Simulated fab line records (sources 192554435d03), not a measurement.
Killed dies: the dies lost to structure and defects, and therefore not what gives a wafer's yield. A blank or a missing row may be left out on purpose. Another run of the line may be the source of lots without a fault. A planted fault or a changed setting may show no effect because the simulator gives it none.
Comparing a struck lot with a sound one    flow n5Finfet    15 out of 1938 route steps
Sound: wafers L792.3, L792.4, L792.5. Struck: wafer L783.6 (L783.3, L783.4, from the same lot, were not struck and are left out); the cause is given at the end.
At each step with rows: each side's tool, then ch and its chambers, then its first start. Under that, the readings that differ: sound wafers    struck wafers    difference of the means    sigmas: that difference in standard deviations of wafers without a fault.
alike: readings whose means differ by less than 2 such deviations, and words and numbers that are the same on both sides. not compared: withheld readings, readings that some wafer has no value for, bounds like >300 that may hide the same value, and numbers for which the record gives no deviation and whose values overlap.
A row with sigmas, a row that says differs or no value, or rows on one side alone: a step with any of these is where the two part. Numbers that don't overlap but have no deviation are shown without sigmas and don't part them. A reading that every wafer of one side lacks parts them only if that side has two wafers or more.

N5_BEOL_M7_CURE_75: cures SiCOH lowk, time 120 s.
  sound on uvCure-02 ch 1, day 12 10:35; struck on uvCure-03 ch 2, day 9 12:34
  alike: lampPowerPct, wafer_temp_C_max
N5_BEOL_M7_DEGAS_44: time 60 s.
  sound on pvdSputter-03 at day 12 10:55; struck on pvdSputter-02 at day 9 12:53
  alike: heaterPowerW
N5_BEOL_M7_PRE_CLEAN_45: time 30 s.
  sound on pvdSputter-03 at day 12 10:57; struck on pvdSputter-02 at day 9 12:55
  alike: heaterPowerW
then, 1 step without rows for these wafers: N5_BEOL_M7_ALD_77 (deposits TaN, target thk 2 nm, pulse time 2 s, purge time 3 s).
N5_BEOL_M7_SURFACE_TREAT_79:
  sound on pvdSputter-01 at day 12 14:04; struck on pvdSputter-02 at day 9 13:19
  not compared: throttleValvePct
then, 3 steps without rows for these wafers: N5_BEOL_M7_CVD_78 (deposits Co from CCTBA/H2, target thk 2 nm, time 142.3 s); N5_BEOL_M7_SPUTTER_48 (material Cu, target thk 10 nm, time 1.667 s); N5_BEOL_M7_ECD_50 (material Cu, target thk 300 nm).
N5_BEOL_M7_ANNEAL_51: time 90 s.
  sound on rtpAnneal-02 ch 0, day 12 14:34; struck on rtpAnneal-01 ch 0, day 9 14:08
  alike: wafer_temp_C_max
then, 1 step without rows for these wafers: N5_BEOL_M7_CMP_52 (polishes, stops on SiCOH lowk, t overpolish 6.9 s, target thk 80 nm).
N5_BEOL_M7_THK_MEAS_53: measures by xrf.
  sound on filmMetro-01 at day 12 15:04; struck on filmMetro-02 at day 9 14:38
  alike: M7_THK
then, 1 step without rows for these wafers: N5_BEOL_M7_PRE_CLEAN_55 (time 15 s).
N5_BEOL_M7_DEP_56: deposits SiCN from 3MS/NH3, target thk 10 nm, time 17.5 s.
  sound on pecvd-04 ch 0,1,2, day 12 15:07; struck on pecvd-03 ch 0, day 9 14:41
reading                                  sound              struck  difference  sigmas
showerheadPlenumPTorr (Torr)             3.654 3.656 3.674  3.700   +0.039      +2
model.SiCN_of_BEOL_M7_DEP_56.thkNm (nm)  9.8 10 10.2        12.6    +2.6        
  alike: throttleValvePct
N5_BEOL_M7_RS_MEAS_57: measurement is done with a four-point probe.
  sound on filmMetro-02 at day 12 15:12; struck on filmMetro-02 at day 9 14:46
  alike: M7_RS
-- record jumps: 3 days separate the struck wafers' starts on either side; left off in module BEOL_M7, taken up again in module PASSIVATION, whose first shown step is the route's number 1936 --
N5_PASSIVATION_PROBE_49:
  sound on prober-01 at day 15 09:33; struck on prober-02 at day 12 15:25
reading             sound     struck  difference  sigmas
killed_at_M0_to_M3  33 24 24  48      +21         +2
  alike: defectLimitedYield, killed_at_M4_up, killedAtContacts, killedAtFrontEnd, killedAtOther, killedDies, killedOpen, killedShort, sort_bin_4_leakage, sort_bin_5_function, sort_bin_6_memory, sort_bin_8_speed, sortNPass, sortYieldPct

== WHERE THEY PART ==
Last at N5_PASSIVATION_PROBE_49 as far as this record goes, first at N5_BEOL_M7_DEP_56.

WHY: what the simulator had put in
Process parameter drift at N5_BEOL_M7_DEP_56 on pecvd-03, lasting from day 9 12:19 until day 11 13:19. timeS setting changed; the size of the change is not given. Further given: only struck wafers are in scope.
